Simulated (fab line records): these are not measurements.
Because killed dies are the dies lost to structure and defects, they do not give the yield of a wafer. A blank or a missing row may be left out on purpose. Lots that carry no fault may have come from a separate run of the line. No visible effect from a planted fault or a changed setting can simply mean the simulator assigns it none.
fab line records | flow n5-finfet | part 2 of 2: steps 27 to 35 of 35
record: lots: 5 | wafers: 15 | last-day: 17
route steps=1938 shown MIM_TOP_ETCH@1853 MIM_BOT_LITHO@1854 MIM_BOT_ETCH@1866 PASS1_CAP@1873 TV_LITHO@1875 TV_OPEN@1887
lots that met no fault: taken from a fault-free run of the same line
start-h: hours from the record's opening day to when the first of the lot's shown wafers began | wait-h: hours since the lot's step before | " identical to the entry in the row above | L1.1+2: several wafers, shown together as one row | - either no value or no given start | * or withheld: withheld | < > ~ a bound
route shown NAME@n: NAME is a module with steps in the file, n the number in the route of the first one | usual: the fault-free wafers' mean and standard deviation | same: alike in all rows | chamber/n: place in a boat | sites: the reading at each site | _std_site: standard deviation of those values | _edge_site: the outer-site mean with the inner-site mean subtracted | radius-mm: for every site, how far away it sits from the centre of the wafer | mask NAME#n: copy n | behind: tool/chamber where the wafer was last shaped | hold: why the lot went on hold/how many hours it stayed there/how the hold came to an end | device: transistor that didn't switch, given as n, p or np | end of line: tests run on the same wafers once the route is complete | a step without rows: its recipe alone | killed: not the wafer's yield, but the dies lost to structure and defects at the first sort | map: shows each die of a wafer: x if killed, . if not, _ if none is there
set.NAME: the setting that was run; set.NAME@STEP: the one run at that earlier step | model.NAME: the simulator's own value behind a step, which no gauge read
lots at selected steps of the route; one table per step, one row per wafer
services: from which hour (start-h, from the record's first day; less than 0 if before it) a tool's chamber was out of use, for how many hours, and why
== steps ==
step: N5_PASSIVATION_EXPOSE_07
recipe: mask-id: TV | na: 0.55 | source-shape: conventional | sigma-outer: 0.8 | polarization: unpolarized | defocus-nm: 0 | target-cd-nm: 3000 | dose-mj: 22.75
usual: reticle-temp-C: 23.01/0.11 | stage-vel-mm-s: 500.00/0.26
lot.wafer | tool           | chamber | start-h | wait-h | mask | reticle-temp-C | stage-vel-mm-s
L077.1    | krf-scanner-02 | 0       | 285.79  | -      | TV#0 | 23.12          | 499.90
L077.5    | "              | 0       | "       | "      | TV#0 | 23.03          | 499.31
L077.6    | "              | 0       | "       | "      | TV#0 | 23.18          | 499.81
L078.1    | krf-scanner-02 | 0       | 310.75  | -      | TV#0 | 22.93          | 500.26
L078.3    | "              | 0       | "       | "      | TV#0 | 23.15          | 500.22
L078.4    | "              | 0       | "       | "      | TV#0 | 22.85          | 500.40
L082.1    | krf-scanner-01 | 0       | 341.59  | -      | TV#0 | 23.05          | 500.10
L082.4    | "              | 0       | "       | "      | TV#0 | 23.13          | 499.79
L082.6    | "              | 0       | "       | "      | TV#0 | 23.17          | 499.96
L084.1    | krf-scanner-02 | 0       | 368.14  | -      | TV#0 | 23.19          | 500.02
L084.2    | "              | 0       | "       | "      | TV#0 | 23.04          | 499.75
L084.6    | "              | 0       | "       | "      | TV#0 | 23.05          | 500.00
L088.1    | krf-scanner-02 | 0       | 393.38  | -      | TV#0 | 23.02          | 499.27
L088.4    | "              | 0       | "       | "      | TV#0 | 22.95          | 499.88
L088.5    | "              | 0       | "       | "      | TV#0 | 23.06          | 499.69
step: N5_PASSIVATION_PEB_08
recipe: peb-temp-c: withheld | peb-time-s: *
lot.wafer  | tool           | chamber | start-h | wait-h
L077.1+5+6 | litho-track-04 | 0       | 285.84  | 0.1
L078.1+3+4 | litho-track-05 | 0       | 310.80  | 0.1
L082.1+4+6 | litho-track-05 | 0       | 341.65  | 0.1
L084.1+2+6 | litho-track-04 | 0       | 368.19  | 0.1
L088.1+4+5 | litho-track-04 | 0       | 393.43  | 0.1
step: N5_PASSIVATION_DEVELOP_09
recipe: develop-time-s: 60 | rinse-liquid: diw | dry: air-spin | dev-temp-c: 21
usual: developer-temp-C: 21.00/0.098
lot.wafer | tool           | chamber | start-h | wait-h | developer-temp-C
L077.1    | litho-track-04 | 0       | -       | -      | 20.91
L077.5    | "              | 0       | "       | "      | 20.81
L077.6    | "              | 0       | "       | "      | 20.77
L078.1    | litho-track-05 | 0       | -       | -      | 21.04
L078.3    | "              | 0       | "       | "      | 20.96
L078.4    | "              | 0       | "       | "      | 21.02
L082.1    | litho-track-05 | 0       | -       | -      | 20.99
L082.4    | "              | 0       | "       | "      | 20.91
L082.6    | "              | 0       | "       | "      | 20.86
L084.1    | litho-track-04 | 0       | -       | -      | 21.19
L084.2    | "              | 0       | "       | "      | 21.08
L084.6    | "              | 0       | "       | "      | 20.99
L088.1    | litho-track-04 | 0       | -       | -      | 20.85
L088.4    | "              | 0       | "       | "      | 20.95
L088.5    | "              | 0       | "       | "      | 20.94
step: N5_PASSIVATION_HARDBAKE_11
recipe: temp-c: 130 | time-s: 120
lot.wafer  | tool           | chamber | start-h | wait-h
L077.1+5+6 | litho-track-04 | 0       | -       | -
L078.1+3+4 | litho-track-05 | 0       | -       | -
L082.1+4+6 | litho-track-05 | 0       | -       | -
L084.1+2+6 | litho-track-04 | 0       | -       | -
L088.1+4+5 | litho-track-04 | 0       | -       | -
step: N5_PASSIVATION_CD_MEAS_10
recipe: target-cd-nm: 3000 | landing-energy-ev: 500 | detector: se-inlens
usual: cd-nm: 2999.8/1.6
lot.wafer | tool      | chamber | start-h | wait-h | cd-nm
L077.1    | cd-sem-03 | 0       | 285.96  | -      | 2998.6
L077.5    | "         | 0       | "       | "      | 2998.2
L077.6    | "         | 0       | "       | "      | 2997.9
L078.1    | cd-sem-01 | 0       | 310.92  | -      | 2996.5
L078.3    | "         | 0       | "       | "      | 2999.0
L078.4    | "         | 0       | "       | "      | 2998.5
L082.1    | cd-sem-03 | 0       | 341.77  | -      | 3000.2
L082.4    | "         | 0       | "       | "      | 2999.1
L082.6    | "         | 0       | "       | "      | 2997.9
L084.1    | cd-sem-02 | 0       | 368.31  | -      | 3002.3
L084.2    | "         | 0       | "       | "      | 3000.6
L084.6    | "         | 0       | "       | "      | 3001.0
L088.1    | cd-sem-02 | 0       | 393.55  | -      | 3000.1
L088.4    | "         | 0       | "       | "      | 3002.3
L088.5    | "         | 0       | "       | "      | 3002.6
step: N5_PASSIVATION_OVL_MEAS_60
recipe: points-per-wafer: 44
usual: TV_OVL: 0/5.1
lot.wafer | tool       | chamber | start-h | wait-h | TV_OVL[nm]
L077.1    | overlay-01 | 0       | 285.99  | 0.0    | 6
L077.5    | "          | 0       | "       | "      | -4
L077.6    | "          | 0       | "       | "      | 7
L078.1    | overlay-02 | 0       | 310.96  | 0.0    | -5
L078.3    | "          | 0       | "       | "      | -3
L078.4    | "          | 0       | "       | "      | -4
L082.1    | overlay-01 | 0       | 341.80  | 0.0    | -2
L082.4    | "          | 0       | "       | "      | -7
L082.6    | "          | 0       | "       | "      | -8
L084.1    | overlay-01 | 0       | 368.36  | 0.1    | -8
L084.2    | "          | 0       | "       | "      | -7
L084.6    | "          | 0       | "       | "      | -6
L088.1    | overlay-02 | 0       | 393.58  | 0.0    | 4
L088.4    | "          | 0       | "       | "      | 8
L088.5    | "          | 0       | "       | "      | 9
step: N5_PASSIVATION_INSPECT_61
recipe: mode: adi | inspect-instrument: macro
usual: raw-defect-count: 1.9/1.3
lot.wafer | tool              | chamber | start-h | wait-h | raw-defect-count
L077.1    | defect-inspect-01 | -       | 286.02  | 0.0    | 2
L077.5    | "                 | -       | "       | "      | 2
L077.6    | "                 | -       | "       | "      | 3
L078.1    | defect-inspect-02 | -       | 310.98  | 0.0    | 0
L078.3    | "                 | -       | "       | "      | 1
L078.4    | "                 | -       | "       | "      | 1
L082.1    | defect-inspect-01 | -       | 341.82  | 0.0    | 3
L082.4    | "                 | -       | "       | "      | 1
L082.6    | "                 | -       | "       | "      | 3
L084.1    | defect-inspect-01 | -       | 368.39  | 0.0    | 3
L084.2    | "                 | -       | "       | "      | 1
L084.6    | "                 | -       | "       | "      | 0
L088.1    | defect-inspect-02 | -       | 393.61  | 0.0    | 2
L088.4    | "                 | -       | "       | "      | 2
L088.5    | "                 | -       | "       | "      | 0
step: N5_PASSIVATION_DESCUM_12
recipe: chemistry: O2 | time-s: 7.9 | source-power-w: 50 | bias-power-w: 20 | pressure-mtorr: 20 | rf-frequency-hz: 2.712e+07 | temp-c: 40 | o2-flow-sccm: 225
usual: drypump-motor-current-A: 5.6/0.43 | oes-product-au: 0.80/0.083 | rf-vpp-V: 243.3/1.4 | showerhead-plenum-p-Torr: 2.11/0.071 | throttle-valve-pct: 20.42/0.15
lot.wafer | tool        | chamber | start-h | wait-h | drypump-motor-current-A | oes-product-au | rf-hours-counter-h | rf-vpp-V | showerhead-plenum-p-Torr | throttle-valve-pct
L077.1    | rie-diel-02 | 2       | 286.28  | 0.3    | 5.6                     | 0.70           | 204                | 244.6    | 2.17                     | 20.37
L077.5    | "           | 3       | "       | "      | 5.9                     | 0.71           | -                  | 243.8    | 2.08                     | 20.19
L077.6    | "           | 0       | "       | "      | 4.7                     | 0.94           | -                  | 243.6    | 2.15                     | 20.39
L078.1    | rie-diel-03 | 3       | 311.03  | 0.0    | 5.9                     | 0.73           | 197                | 242.5    | 2.08                     | 20.52
L078.3    | "           | 1       | "       | "      | 5.6                     | 0.85           | 81                 | 242.7    | 2.11                     | 20.33
L078.4    | "           | 0       | "       | "      | 5.5                     | 0.73           | -                  | 244.2    | 2.10                     | 20.62
L082.1    | rie-diel-06 | 3       | 342.24  | 0.4    | 5.4                     | 0.82           | 83                 | 243.5    | 2.21                     | 20.10
L082.4    | "           | 1       | "       | "      | 5.1                     | 0.90           | 17                 | 246.4    | 2.24                     | 20.44
L082.6    | "           | 1       | "       | "      | 5.1                     | 0.91           | -                  | 246.3    | 2.24                     | 20.45
L084.1    | rie-diel-02 | 0       | 368.42  | 0.0    | 4.7                     | 0.89           | 50                 | 242.9    | 2.14                     | 20.42
L084.2    | "           | 3       | "       | "      | 5.9                     | 0.70           | 202                | 243.7    | 2.07                     | 20.23
L084.6    | "           | 0       | "       | "      | 4.7                     | 0.90           | -                  | 243.1    | 2.14                     | 20.44
L088.1    | rie-diel-02 | 1       | 393.64  | 0.0    | 5.1                     | 0.89           | 38                 | 243.9    | 2.14                     | 20.20
L088.4    | "           | 0       | "       | "      | 4.6                     | 0.88           | 60                 | 244.4    | 2.13                     | 20.44
L088.5    | "           | 2       | "       | "      | 5.6                     | 0.69           | -                  | 244.6    | 2.16                     | 20.39
step: N5_PASSIVATION_PASS_ETCH_74
recipe: chemistry: CF4/O2 | target: SiNx | target-depth-a: 2200 | time-s: 110 | ion-energy-ev: 100 | pressure-mtorr: 40 | source-w: 535 | bias-w: 49 | Ar_flow_sccm: 100 | cf4-flow-sccm: 100 | O2_flow_sccm: 10
usual: drypump-motor-current-A: 5.6/0.43 | oes-product-au: 0.80/0.083 | rf-vpp-V: 242.6/2.1 | showerhead-plenum-p-Torr: 2.21/0.069 | throttle-valve-pct: 15.97/0.15
lot.wafer | tool        | chamber | start-h | wait-h | drypump-motor-current-A | oes-product-au | rf-hours-counter-h | rf-vpp-V | showerhead-plenum-p-Torr | throttle-valve-pct
L077.1    | rie-diel-02 | 2       | 286.34  | 0.0    | 5.7                     | 0.70           | 205                | 244.6    | 2.27                     | 15.96
L077.5    | "           | 3       | "       | "      | 5.9                     | 0.71           | -                  | 238.4    | 2.20                     | 15.84
L077.6    | "           | 0       | "       | "      | 4.7                     | 0.93           | -                  | 243.7    | 2.25                     | 15.86
L078.1    | rie-diel-03 | 3       | 311.09  | 0.0    | 5.9                     | 0.72           | 197                | 242.0    | 2.19                     | 16.12
L078.3    | "           | 1       | "       | "      | 5.6                     | 0.84           | 81                 | 244.0    | 2.23                     | 15.96
L078.4    | "           | 0       | "       | "      | 5.5                     | 0.72           | -                  | 240.8    | 2.19                     | 16.11
L082.1    | rie-diel-06 | 3       | 342.30  | 0.0    | 5.4                     | 0.81           | 83                 | 244.2    | 2.32                     | 15.66
L082.4    | "           | 1       | "       | "      | 5.1                     | 0.90           | 17                 | 246.3    | 2.34                     | 15.90
L082.6    | "           | 1       | "       | "      | 5.1                     | 0.89           | -                  | 246.1    | 2.34                     | 15.90
L084.1    | rie-diel-02 | 0       | 368.49  | 0.0    | 4.6                     | 0.88           | 50                 | 242.1    | 2.24                     | 15.89
L084.2    | "           | 3       | "       | "      | 5.9                     | 0.70           | 202                | 237.2    | 2.19                     | 15.88
L084.6    | "           | 0       | "       | "      | 4.7                     | 0.89           | -                  | 243.6    | 2.24                     | 15.90
L088.1    | rie-diel-02 | 1       | 393.71  | 0.0    | 5.1                     | 0.90           | 38                 | 243.4    | 2.24                     | 15.74
L088.4    | "           | 0       | "       | "      | 4.7                     | 0.87           | 60                 | 243.2    | 2.24                     | 15.93
L088.5    | "           | 2       | "       | "      | 5.6                     | 0.68           | -                  | 245.4    | 2.26                     | 16.00
== services ==
tool           | chamber | start-h | hours | kind
wet-bench-03   | -       | 263.55  | 69.2  | repair
krf-scanner-02 | -       | 267.58  | 3.4   | repair
rie-diel-05    | 2       | 270.02  | 3.1   | repair
litho-track-04 | -       | 271.67  | -     | consumable-replace:filter
pecvd-03       | -       | 272.18  | 0.5   | repair
pecvd-02       | -       | 276.42  | 0.9   | repair
litho-track-05 | -       | 280.66  | -     | consumable-replace:filter
rie-diel-02    | 1       | 296.22  | 11.3  | repair
pecvd-04       | 1       | 310.94  | 12.0  | repair
pecvd-02       | -       | 311.50  | 0.8   | repair
krf-scanner-02 | -       | 333.67  | 4.0   | pm
krf-scanner-02 | -       | 341.27  | 1.9   | repair
rie-diel-01    | 1       | 344.07  | -     | clean
rie-diel-01    | 1       | 344.07  | -     | consumable-replace:focus-ring
rie-diel-01    | 1       | 344.07  | -     | consumable-replace:showerhead
krf-scanner-01 | -       | 357.99  | 0.2   | repair
rie-diel-03    | 0       | 358.06  | 7.0   | repair
krf-scanner-01 | -       | 358.69  | 2.4   | repair
rie-diel-04    | 2       | 363.48  | 6.0   | repair
rie-diel-02    | 2       | 368.36  | 7.7   | repair
krf-scanner-02 | -       | 371.32  | 3.6   | pm
wet-bench-04   | -       | 374.43  | 1.9   | pm
rie-diel-06    | 2       | 374.95  | 7.2   | repair
krf-scanner-01 | -       | 378.59  | 1.0   | pm
